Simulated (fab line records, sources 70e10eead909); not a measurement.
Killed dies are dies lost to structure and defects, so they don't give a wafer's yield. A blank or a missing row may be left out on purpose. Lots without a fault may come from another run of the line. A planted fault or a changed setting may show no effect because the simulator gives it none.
Chamber matching | flow nand_harc | NHARC_A_CHANNEL_FILL_D1_ETCHBACK_20 on rie_diel-03: 4 sister chambers
The step etches the open film in C4F8/O2/Ar, target depth 27 nm, time 13.5 s. 4 wafers are shown with their chamber, then 9 later ones without.

WAFERS WITH THEIR CHAMBER
wafer  | chamber | rf_vpp_V (V)
L081.6 | 2       | 985
L090.1 | 0       | 985
L090.2 | 1       | 985
L090.4 | 3       | 979

WAFERS WITHOUT THEIR CHAMBER
wafer  | rf_vpp_V (V)
L093.1 | 986
L093.2 | 985
L093.3 | 985
L094.1 | 987
L094.3 | 984
L094.5 | 986
L097.1 | 987
L097.2 | 985
L097.3 | 979

WHICH CHAMBER EACH WENT THROUGH
wafer  | from the rows above          | in truth
L093.1 | can't be placed: 0 or 1 or 2 | 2
L093.2 | can't be placed: 0 or 1 or 2 | 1
L093.3 | can't be placed: 0 or 1 or 2 | 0
L094.1 | can't be placed: 0 or 1 or 2 | 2
L094.3 | can't be placed: 0 or 1 or 2 | 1
L094.5 | can't be placed: 0 or 1 or 2 | 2
L097.1 | can't be placed: 0 or 1 or 2 | 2
L097.2 | can't be placed: 0 or 1 or 2 | 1
L097.3 | 3                            | 3
Placed correctly: 1 of 9. Can't be placed from these rows: 8 (the true chamber is among the candidates in 8). Placed wrongly: 0.
How it was worked out, from the rows above alone: a wafer's distance from a chamber is the root of the sum, over the readings, of the square of ((its reading less the chamber's mean) divided by the reading's scatter). The wafer belongs to the nearest chamber; if the next one is less than 2 further off, it can't be placed. A chamber's mean is the mean of its shown wafers. The scatter: with one shown wafer a chamber, the root of the mean of the squares of how far each hidden wafer lies from its nearest shown one.
